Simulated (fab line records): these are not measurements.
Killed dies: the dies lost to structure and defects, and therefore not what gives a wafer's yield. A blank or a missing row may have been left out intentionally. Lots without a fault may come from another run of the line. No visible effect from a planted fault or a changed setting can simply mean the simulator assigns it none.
Matching of chambers | flow nand_harc | ald_hk-03 running NHARC_A_WL_FILL_ALD_00: 4 sister chambers
The step deposits Al2O3, target thk 3 nm, pulse time 3 s, ald cycles 30. 16 wafers are shown with their chamber, then 8 later ones without.

== WAFERS PAIRED WITH THEIR CHAMBERS ==
wafer  | chamber | heater_power_w (W) | precursor_pulse_height_rel
L074.3 | 3       | 406                | 0.987
L074.5 | 1       | 428                | 1.017
L074.6 | 2       | 456                | 0.971
L075.1 | 1       | 442                | 0.962
L075.2 | 3       | 401                | 0.984
L075.5 | 2       | 450                | 0.993
L080.4 | 0       | 461                | 0.985
L080.5 | 2       | 447                | 0.969
L080.6 | 3       | 396                | 0.970
L084.2 | 1       | 430                | 1.014
L084.3 | 0       | 463                | 0.995
L084.6 | 3       | 400                | 1.033
L087.1 | 3       | 394                | 0.991
L087.3 | 2       | 448                | 1.027
L087.4 | 1       | 439                | 1.025
L091.1 | 0       | 469                | 1.006

SIGNATURES (means of the wafers above)
reading                    | chamber 0 | chamber 1 | chamber 2 | chamber 3 | scatter within a chamber
heater_power_w             | 464.33    | 434.75    | 450.25    | 399.40    | 5.08
precursor_pulse_height_rel | 0.99533   | 1.00450   | 0.99000   | 0.99300   | 0.0244
Rule: distance of a wafer from a chamber = root of the sum over the readings of ((wafer's reading minus chamber's mean) / reading's scatter) squared. The wafer belongs to the nearest chamber; if the next one is less than 2 further off, it can't be placed. How the scatter is found: for the shown wafers, subtract from each reading the mean of its chamber, square and add these, divide the total by (wafers less chambers), then take the root.

== WAFERS WITH NO CHAMBER GIVEN ==
wafer  | heater_power_w (W) | precursor_pulse_height_rel
L091.4 | 440                | 0.997
L091.6 | 459                | 0.989
L090.3 | 378                | 1.023
L090.5 | 436                | 1.019
L090.6 | 452                | 1.012
L095.2 | 466                | 1.013
L095.4 | 396                | 0.989
L095.5 | 468                | 0.985

== WHICH CHAMBER EACH WENT THROUGH ==
wafer  | from the rows above     | in truth
L091.4 | can't be placed: 1 or 2 | 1
L091.6 | can't be placed: 0 or 2 | 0
L090.3 | 3                       | 3
L090.5 | 1                       | 1
L090.6 | can't be placed: 2 or 0 | 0
L095.2 | 0                       | 0
L095.4 | 3                       | 3
L095.5 | 0                       | 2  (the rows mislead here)
Correct placement for 4 of the 8. From these rows, 3 cannot be placed; in 3 the true chamber is one of the candidates. 1 placed wrongly.
